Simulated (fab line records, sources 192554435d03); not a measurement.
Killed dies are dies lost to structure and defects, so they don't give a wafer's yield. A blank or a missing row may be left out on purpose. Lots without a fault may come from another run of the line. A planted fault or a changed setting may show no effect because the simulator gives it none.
fab line records | flow n5_finfet
record lots=7 wafers=18 last_day=17
route steps=1938 shown SD_EPI_P@302 PASSIVATION@1936
lots that met no fault: from a run of the same line without faults
start_h: hours from the record's first day to the start of the lot's first wafer shown | wait_h: hours since the lot's step before | " the same as in the row above | L1.1+2: a row that stands for several wafers | - no value, or no start given | * or withheld: withheld | < > ~ a bound
route shown NAME@n: a module of which the file shows steps, and the number in the route of the first | usual: mean/standard deviation of fault-free wafers | same: alike in all rows | chamber/n: place in a boat | sites: the reading at each site | _std_site: their standard deviation | _edge_site: outer sites' mean less inner sites' | radius_mm: how far each site lies from the wafer's centre | mask NAME#n: copy n | behind: the tool/chamber that last shaped the wafer | hold: why the lot was held/for how many hours/how that ended | device: the transistor (n, p or np) that didn't switch | end of line: the same wafers' tests at the end of the route | a step without rows: its recipe alone | killed: dies lost to structure and defects at the first sort, not the wafer's yield | map: a wafer's dies, x killed, . not, _ none there
set.NAME: the setting as run; set.NAME@STEP: as run at that earlier step | model.NAME: the simulator's own value behind a step, which no gauge read
lots at some steps of the route; a table a step, a row a wafer
services: from which hour (start_h, from the record's first day; less than 0 if before it) a tool's chamber was out of use, for how many hours, and why
## steps
# step N5_SD_EPI_P_DEVELOP_08
# recipe develop_time_s=30 developer=TMAH resist=CAR-ArF-block dev_temp_c=23 rinse_liquid=diw dry=air_spin
# step N5_SD_EPI_P_CD_MEAS_09
# recipe target_cd_nm=240 landing_energy_ev=500 detector=se_inlens
# usual cd_nm=240.2/0.69
# columns lot.wafer tool chamber start_h wait_h cd_nm
L759.1 cd_sem-01 0 63.53 - 239.0
L759.2 " 0 " " 239.1
L759.3 " 0 " " 239.8
L760.1 cd_sem-03 0 71.18 - 241.1
L760.5 " 0 " " 239.9
L760.6 " 0 " " 240.6
L762.2 cd_sem-02 0 79.30 - 240.6
L762.3 " 0 " " 240.3
L762.5 " 0 " " 240.7
L771.3 cd_sem-01 0 131.65 - 240.7
L771.4 " 0 " " 239.1
L776.4 cd_sem-03 0 161.76 - 240.4
L776.5 " 0 " " 241.0
L776.6 " 0 " " 240.2
L777.1 cd_sem-02 0 169.91 - 240.0
L777.5 " 0 " " 239.2
L778.3 cd_sem-02 0 174.15 - 240.0
L778.4 " 0 " " 240.5
# step N5_SD_EPI_P_OVL_MEAS_10
# recipe points_per_wafer=44
# usual SD_P_BLK_OVL=0.1/0.76
# columns lot.wafer tool chamber start_h wait_h SD_P_BLK_OVL[nm]
L759.1 overlay-02 0 63.56 0.0 0.4
L759.2 " 0 " " 0.1
L759.3 " 0 " " 0.4
L760.1 overlay-01 0 71.21 0.0 0.9
L760.5 " 0 " " 1.3
L760.6 " 0 " " 1.2
L762.2 overlay-02 0 79.33 0.0 0.7
L762.3 " 0 " " -0.4
L762.5 " 0 " " 0.6
L771.3 overlay-02 0 131.68 0.0 1.2
L771.4 " 0 " " 0.6
L776.4 overlay-01 0 161.79 0.0 0.0
L776.5 " 0 " " 0.5
L776.6 " 0 " " 1.3
L777.1 overlay-01 0 169.94 0.0 -0.6
L777.5 " 0 " " -0.4
L778.3 overlay-01 0 174.18 0.0 -1.5
L778.4 " 0 " " -1.0
# step N5_SD_EPI_P_INSPECT_11
# recipe mode=adi inspect_instrument=macro
# usual raw_defect_count=1.9/1.4
# columns lot.wafer tool chamber start_h wait_h raw_defect_count
L759.1 defect_inspect-02 - 63.58 0.0 2
L759.2 " - " " 5
L759.3 " - " " 3
L760.1 defect_inspect-02 - 71.23 0.0 4
L760.5 " - " " 1
L760.6 " - " " 9
L762.2 defect_inspect-01 - 79.36 0.0 3
L762.3 " - " " 1
L762.5 " - " " 1
L771.3 defect_inspect-02 - 131.70 0.0 3
L771.4 " - " " 3
L776.4 defect_inspect-01 - 161.81 0.0 3
L776.5 " - " " 1
L776.6 " - " " 4
L777.1 defect_inspect-01 - 169.97 0.0 4
L777.5 " - " " 2
L778.3 defect_inspect-01 - 174.20 0.0 0
L778.4 " - " " 1
# step N5_SD_EPI_P_DESCUM_14
# recipe chemistry=O2 time_s=7.9 source_power_w=50 bias_power_w=20 pressure_mtorr=20 rf_frequency_hz=2.712e+07 temp_c=40 resist=CAR-ArF-block o2_flow_sccm=225
# step N5_SD_EPI_P_ETCH_36
# recipe chemistry=CF4 target=SiARC target_depth_a=455 mask_material=CAR-ArF-block time_s=75.8 ion_energy_ev=80 pressure_mtorr=40 source_w=545 bias_w=36 Ar_flow_sccm=100 cf4_flow_sccm=100 ends=cleared
# usual drypump_motor_current_A=5.9/0.58 etch_rf_on_time_s=76.5/1.7 oes_product_au=0.67/0.078 rf_vpp_V=184.2/1.1 showerhead_plenum_p_Torr=2.14/0.062 throttle_valve_pct=15.7/0.31
# columns lot.wafer tool chamber start_h wait_h drypump_motor_current_A etch_rf_on_time_s oes_product_au rf_hours_counter_h rf_vpp_V showerhead_plenum_p_Torr throttle_valve_pct
L759.1 rie_diel-03 3 64.96 0.0 6.3 77.0 0.63 171 186.3 2.23 15.6
L759.2 " 0 " " 5.0 73.2 0.78 33 184.9 2.18 15.1
L759.3 " 1 " " 5.3 71.8 0.68 137 183.2 2.15 15.4
L760.1 rie_diel-03 1 71.35 0.0 5.3 73.6 0.67 140 183.8 2.15 15.4
L760.5 " 3 " " 6.3 78.4 0.62 - 186.1 2.23 15.6
L760.6 " 0 " " 5.0 74.2 0.77 - 183.5 2.18 15.1
L762.2 rie_diel-01 0 79.42 0.0 4.8 75.1 0.82 11 184.5 2.19 15.3
L762.3 " 1 " " 5.2 76.5 0.63 173 182.9 2.11 15.8
L762.5 " 3 " " 6.4 77.1 0.79 - 183.5 2.11 15.3
L771.3 rie_diel-04 2 131.84 0.0 5.7 78.7 0.78 - 184.3 2.21 15.6
L771.4 " 3 " " 6.6 77.3 0.62 - 182.0 2.04 15.9
L776.4 rie_diel-01 3 161.88 0.0 6.3 77.0 0.74 51 183.5 2.10 15.4
L776.5 " 2 " " 6.1 71.9 0.84 - 184.1 2.10 15.2
L776.6 " 1 " " 5.2 76.0 0.61 - 185.2 2.10 15.9
L777.1 rie_diel-01 0 170.04 0.0 4.8 74.9 0.77 41 187.2 2.18 15.4
L777.5 " 3 " " 6.4 76.0 0.75 - 183.7 2.10 15.4
L778.3 rie_diel-04 3 174.27 0.0 6.6 76.9 0.62 186 184.2 2.04 15.9
L778.4 " 0 " " 5.7 76.1 0.57 243 185.7 2.20 16.3
# step N5_SD_EPI_P_ETCH_37
# recipe chemistry=N2/H2 target=SOC overetch_a=1080 mask_material=SiARC temp_c=40 ion_energy_ev=100 source_w=3000 bias_w=133 pressure_mtorr=20 time_s=486 n2_flow_sccm=200 h2_flow_sccm=200 ends=end_point
# usual drypump_motor_current_A=5.9/0.57 n2_flow_sccm=200.1/0.58 oes_product_au=0.70/0.078 rf_vpp_V=240.7/1.2 showerhead_plenum_p_Torr=2.54/0.073 throttle_valve_pct=23.9/0.35
# columns lot.wafer tool chamber start_h wait_h drypump_motor_current_A n2_flow_sccm oes_product_au rf_hours_counter_h rf_vpp_V showerhead_plenum_p_Torr throttle_valve_pct
L759.1 rie_diel-03 3 65.01 0.0 6.3 198.9 0.67 171 242.2 2.63 23.4
L759.2 " 0 " " 5.1 200.1 0.81 33 241.3 2.59 23.3
L759.3 " 1 " " 5.3 200.5 0.70 137 241.6 2.55 23.6
L760.1 rie_diel-03 1 71.40 0.0 5.3 201.6 0.70 140 241.9 2.55 23.7
L760.5 " 3 " " 6.3 199.8 0.67 - 242.0 2.63 23.4
L760.6 " 0 " " 5.0 200.2 0.80 - 242.3 2.59 23.3
L762.2 rie_diel-01 0 79.48 0.0 4.8 199.1 0.86 11 240.7 2.59 23.5
L762.3 " 1 " " 5.2 199.5 0.66 173 240.6 2.53 24.1
L762.5 " 3 " " 6.4 200.0 0.83 - 238.7 2.49 23.7
L771.3 rie_diel-04 2 132.06 0.2 5.7 200.4 0.84 - 242.3 2.62 24.3
L771.4 " 3 " " 6.7 200.4 0.67 - 240.6 2.43 24.0
L776.4 rie_diel-01 3 161.93 0.0 6.3 199.1 0.79 51 240.4 2.48 23.7
L776.5 " 2 " " 6.1 200.6 0.85 - 241.3 2.51 23.4
L776.6 " 1 " " 5.2 199.7 0.65 - 239.9 2.51 24.1
L777.1 rie_diel-01 0 170.10 0.0 4.8 199.9 0.79 41 240.8 2.57 23.5
L777.5 " 3 " " 6.4 200.3 0.78 - 239.8 2.48 23.7
L778.3 rie_diel-04 3 174.32 0.0 6.6 200.4 0.66 186 239.5 2.43 24.1
L778.4 " 0 " " 5.7 200.5 0.60 243 240.2 2.61 24.4
# step N5_SD_EPI_P_STRIP_38
# recipe chemistry=N2/H2 temp_c=40 n2_flow_sccm=200 h2_flow_sccm=200 rf_frequency_hz=6e+07
# step N5_SD_EPI_P_ETCHBACK_46
# recipe chemistry=CH3F/O2 mode=anisotropic_etchback target=SiNx target_depth_a=175 stop_on=SiO2 over_etch_frac=0.3 ion_energy_ev=120 pressure_mtorr=30 source_w=395 bias_w=73 Ar_flow_sccm=150 CH3F_flow_sccm=30 O2_flow_sccm=20
# usual drypump_motor_current_A=5.9/0.58 oes_product_au=0.67/0.075 rf_vpp_V=301/5.7 showerhead_plenum_p_Torr=2.00/0.06 throttle_valve_pct=16.4/0.31
# columns lot.wafer tool chamber start_h wait_h drypump_motor_current_A oes_product_au rf_hours_counter_h rf_vpp_V showerhead_plenum_p_Torr throttle_valve_pct
L759.1 rie_diel-03 3 65.34 0.0 6.3 0.64 171 306 2.09 16.4
L759.2 " 0 " " 5.0 0.77 33 300 2.03 15.8
L759.3 " 1 " " 5.3 0.67 137 302 2.02 16.2
L760.1 rie_diel-03 1 71.73 0.0 5.3 0.66 140 303 2.02 16.2
L760.5 " 3 " " 6.2 0.64 - 306 2.09 16.4
L760.6 " 0 " " 5.0 0.76 - 301 2.03 15.8
L762.2 rie_diel-01 0 79.80 0.0 4.7 0.82 11 292 2.04 16.0
L762.3 " 1 " " 5.2 0.63 173 288 1.97 16.6
L762.5 " 3 " " 6.4 0.80 - 301 1.98 16.2
L771.3 rie_diel-04 2 132.44 0.1 5.7 0.79 - 311 2.07 16.4
L771.4 " 3 " " 6.6 0.64 - 304 1.91 16.6
L776.4 rie_diel-01 3 162.26 0.0 6.4 0.75 51 300 1.97 16.3
L776.5 " 2 " " 6.1 0.81 - 295 1.95 15.8
L776.6 " 1 " " 5.2 0.61 - 289 1.96 16.6
L777.1 rie_diel-01 0 170.42 0.0 4.7 0.76 41 293 2.03 16.1
L777.5 " 3 " " 6.4 0.75 - 300 1.97 16.3
L778.3 rie_diel-04 3 174.65 0.0 6.6 0.62 186 302 1.91 16.7
L778.4 " 0 " " 5.7 0.57 243 297 2.05 16.9
# step N5_SD_EPI_P_ETCH_47
# recipe chemistry=CH3F/O2 target=SiOCN target_depth_a=250 mask_material=SOC ion_energy_ev=60 bias_w=29 pressure_mtorr=30 source_w=410 Ar_flow_sccm=150 CH3F_flow_sccm=30 O2_flow_sccm=20
# usual drypump_motor_current_A=5.9/0.58 oes_product_au=0.79/0.093 rf_vpp_V=129.2/2.5 showerhead_plenum_p_Torr=2.00/0.06 throttle_valve_pct=16.4/0.3
# columns lot.wafer tool chamber start_h wait_h drypump_motor_current_A oes_product_au rf_hours_counter_h rf_vpp_V showerhead_plenum_p_Torr throttle_valve_pct
L759.1 rie_diel-03 3 65.44 0.1 6.3 0.75 171 130.1 2.09 16.4
L759.2 " 0 " " 5.0 0.91 33 127.4 2.03 15.8
L759.3 " 1 " " 5.3 0.80 137 127.8 2.02 16.2
L760.1 rie_diel-03 1 71.83 0.1 5.3 0.79 140 130.1 2.02 16.2
L760.5 " 3 " " 6.2 0.74 - 131.5 2.09 16.4
L760.6 " 0 " " 5.0 0.91 - 128.4 2.03 15.8
L762.2 rie_diel-01 0 79.90 0.1 4.7 0.97 11 126.0 2.04 16.0
L762.3 " 1 " " 5.2 0.74 173 125.4 1.97 16.5
L762.5 " 3 " " 6.4 0.94 - 129.4 1.98 16.2
L771.3 rie_diel-04 2 132.59 0.1 5.7 0.93 - 134.2 2.07 16.4
L771.4 " 3 " " 6.6 0.73 - 126.7 1.91 16.6
L776.4 rie_diel-01 3 162.36 0.1 6.4 0.88 51 127.7 1.97 16.2
L776.5 " 2 " " 6.1 0.98 - 126.1 1.95 15.8
L776.6 " 1 " " 5.2 0.72 - 123.8 1.96 16.6
L777.1 rie_diel-01 0 170.52 0.1 4.8 0.89 41 126.4 2.03 16.1
L777.5 " 3 " " 6.4 0.87 - 128.1 1.97 16.2
L778.3 rie_diel-04 3 174.75 0.1 6.6 0.73 186 129.9 1.91 16.6
L778.4 " 0 " " 5.7 0.67 243 127.3 2.05 16.9
# step N5_SD_EPI_P_ETCH_16
# recipe chemistry=CHF3/O2 target=SiO2 target_depth_a=50 mask_material=SOC pressure_mtorr=30 source_w=650 bias_w=170 Ar_flow_sccm=200 CHF3_flow_sccm=50 O2_flow_sccm=5 ion_energy_ev=200
# usual drypump_motor_current_A=5.9/0.57 oes_product_au=0.79/0.094 rf_vpp_V=531/9.9 showerhead_plenum_p_Torr=2.41/0.07 throttle_valve_pct=18.98/0.29
# columns lot.wafer tool chamber start_h wait_h drypump_motor_current_A oes_product_au rf_hours_counter_h rf_vpp_V showerhead_plenum_p_Torr throttle_valve_pct
L759.1 rie_diel-03 3 65.54 0.1 6.2 0.74 171 540 2.51 18.88
L759.2 " 0 " " 5.0 0.91 33 528 2.45 18.37
L759.3 " 1 " " 5.3 0.79 137 535 2.43 18.79
L760.1 rie_diel-03 1 71.93 0.1 5.3 0.79 140 534 2.43 18.80
L760.5 " 3 " " 6.2 0.73 - 539 2.51 18.89
L760.6 " 0 " " 5.1 0.91 - 529 2.45 18.38
L762.2 rie_diel-01 0 80.00 0.1 4.8 0.97 11 517 2.46 18.63
L762.3 " 1 " " 5.2 0.74 173 512 2.38 19.11
L762.5 " 3 " " 6.4 0.95 - 530 2.38 18.74
L771.3 rie_diel-04 2 132.71 0.1 5.7 0.93 - 552 2.49 19.00
L771.4 " 3 " " 6.6 0.74 - 533 2.30 19.14
L776.4 rie_diel-01 3 162.46 0.1 6.4 0.88 51 529 2.37 18.79
L776.5 " 2 " " 6.1 0.99 - 522 2.35 18.42
L776.6 " 1 " " 5.2 0.72 - 513 2.37 19.15
L777.1 rie_diel-01 0 170.62 0.1 4.8 0.90 41 517 2.45 18.69
L777.5 " 3 " " 6.4 0.89 - 529 2.37 18.80
L778.3 rie_diel-04 3 174.85 0.1 6.6 0.72 186 533 2.30 19.17
L778.4 " 0 " " 5.7 0.67 243 522 2.47 19.50
# step N5_SD_EPI_P_STRIP_50
# recipe chemistry=CHF3/O2 resist=SiARC rf_frequency_hz=6e+07
# step N5_SD_EPI_P_SD_RECESS_17
# recipe chemistry=HBr/Cl2/O2 target_depth_a=391 bt_time_s=3 pressure_mtorr=10 icp_w=800 bias_w=112 HBr_flow_sccm=150 Cl2_flow_sccm=80 O2_flow_sccm=12
# usual drypump_motor_current_A=5.7/0.53 oes_product_au=1.003/0.011 throttle_valve_pct=37.06/0.3
# columns lot.wafer tool chamber start_h wait_h drypump_motor_current_A oes_product_au rf_hours_counter_h throttle_valve_pct model.SD_EPI_P.feature_depth_nm model.etch.depth_nm
L759.1 rie_si-01 0 65.61 0.0 6.3 0.996 181 37.07 40.4 40.38
L759.2 " 3 " " 5.9 0.982 92 36.46 38.6 38.6
L759.3 " 2 " " 6.3 1.002 172 36.80 39 38.98
L760.1 rie_si-03 0 72.00 0.0 6.4 1.012 183 37.16 39.6 39.65
L760.5 " 0 " " 6.4 1.014 - 37.17 39.6 39.64
L760.6 " 1 " " 5.3 0.998 - 37.27 38.8 38.74
L762.2 rie_si-06 1 80.08 0.0 5.1 1.001 13 37.17 40 39.99
L762.3 " 3 " " 6.4 0.975 161 36.82 39 38.91
L762.5 " 1 " " 5.0 1.013 - 37.17 40 39.91
L771.3 rie_si-01 2 132.78 0.0 6.3 1.012 174 36.79 38.6 38.53
L771.4 " 3 " " 5.9 0.991 93 36.46 34.6 34.62
L776.4 rie_si-03 2 162.53 0.0 5.3 1.013 11 37.43 39.2 39.16
L776.5 " 2 " " 5.3 1.020 - 37.42 39 39.04
L776.6 " 3 " " 6.0 1.014 - 36.86 39.2 39.21
L777.1 rie_si-01 0 170.69 0.0 6.3 1.014 184 37.07 36.4 36.49
L777.5 " 1 " " 5.2 0.995 - 37.42 40.2 40.11
L778.3 rie_si-01 1 174.92 0.0 5.2 1.001 50 37.40 40.2 40.11
L778.4 " 2 " " 6.3 1.006 174 36.79 35.2 35.27
# step N5_SD_EPI_P_WET_ETCH_45
# recipe chemistry=dHF dilution=withheld time_s=10.7 target=SiO2 target_depth_a=20 temp_c=25 dry=ipa_marangoni rinse_time_s=30 rinse_temp_c=23
# step N5_PASSIVATION_PROBE_49
# usual killed_at_M0_to_M3=36/10 killed_at_M4_up=13/5.5 killed_at_contacts=12/5.6 killed_at_front_end=42/12 killed_at_other=4/3.2 killed_dies=108/18 killed_open=71/13 killed_short=34/7.8
# same gross_dies=1180 killed_at_back_side=0
# columns lot.wafer tool chamber start_h wait_h killed_at_M0_to_M3 killed_at_M4_up killed_at_contacts killed_at_front_end killed_at_other killed_dies killed_open killed_short
L778.3 prober-02 - 399.05 0.1 48 14 14 47 3 126 74 50
L778.4 prober-02 - 399.10 0.2 47 27 17 50 4 145 99 46
# killed by level:class
L778.3 FIN_SAQP:geometric_particle:short=16 BEOL_M0_SAQP:geometric_particle:short=14 MOL_CONTACT_COAG:geometric_particle:open=12 BEOL_M0_SAQP:geometric_particle:open=11 STI_FIN_REVEAL:geometric_particle:open=8 BEOL_M2:geometric_particle:open=8 BEOL_M1:geometric_particle:open=6 BEOL_M3:geometric_particle:open=6
L778.4 BEOL_M4:geometric_particle:open=15 FIN_SAQP:geometric_particle:open=14 MOL_CONTACT_COAG:geometric_particle:open=14 FIN_SAQP:geometric_particle:short=12 BEOL_M0_SAQP:geometric_particle:open=11 BEOL_M0_SAQP:geometric_particle:short=11 BEOL_M3:geometric_particle:open=9 BEOL_M1:geometric_particle:open=6
## services
# columns tool chamber start_h hours kind
rie_si-01 - 46.52 0.5 repair
rie_diel-01 - 61.20 4.3 pm
rie_diel-03 - 63.79 0.7 repair
rie_si-06 2 69.23 8.5 repair
rie_diel-03 0 86.86 11.8 repair
rie_diel-03 3 95.85 18.6 repair
rie_diel-04 2 97.76 - clean
rie_diel-04 2 97.76 - consumable_replace:focus_ring
rie_diel-04 2 97.76 20.2 scheduled_down
rie_diel-04 2 97.76 20.2 vent_cycle
rie_si-03 2 105.54 6.1 repair
rie_diel-01 2 107.64 - clean
rie_diel-01 2 107.64 - consumable_replace:focus_ring
rie_diel-01 2 107.64 24.5 scheduled_down
rie_diel-01 2 107.64 24.5 vent_cycle
rie_diel-04 1 129.49 9.0 repair
rie_diel-04 0 130.52 10.4 repair
rie_diel-04 1 139.52 4.0 repair
rie_si-06 - 147.55 3.1 repair
## key
first_sign none at tools or gauges
model_effect step=N5_SD_EPI_P_SD_RECESS_17 value=SD_EPI_P.feature_depth_nm without=39.13 struck=35.4
met_at N5_SD_EPI_P_SD_RECESS_17
struck_wafers L771.4,L777.1,L778.4
tester_left_out L771,L777,L778
onset_between 65.61 132.78
fault kind=process_parameter_drift tool=rie_si-01 chamber=- onset_h=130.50 steps=N5_SD_EPI_P_SD_RECESS_17 channel=target_depth_a offset=-36.711 shape=step end_h=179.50 scope=struck_wafers_only acts_in=these_recipes_only stated=391
# tester_left_out: of these lots the tester's yield and bins aren't shown, on N5 and GAA mostly nor the transistor test; their killed dies are dies lost to structure and defects alone, not to doping, threshold or leakage, so they don't give the yield
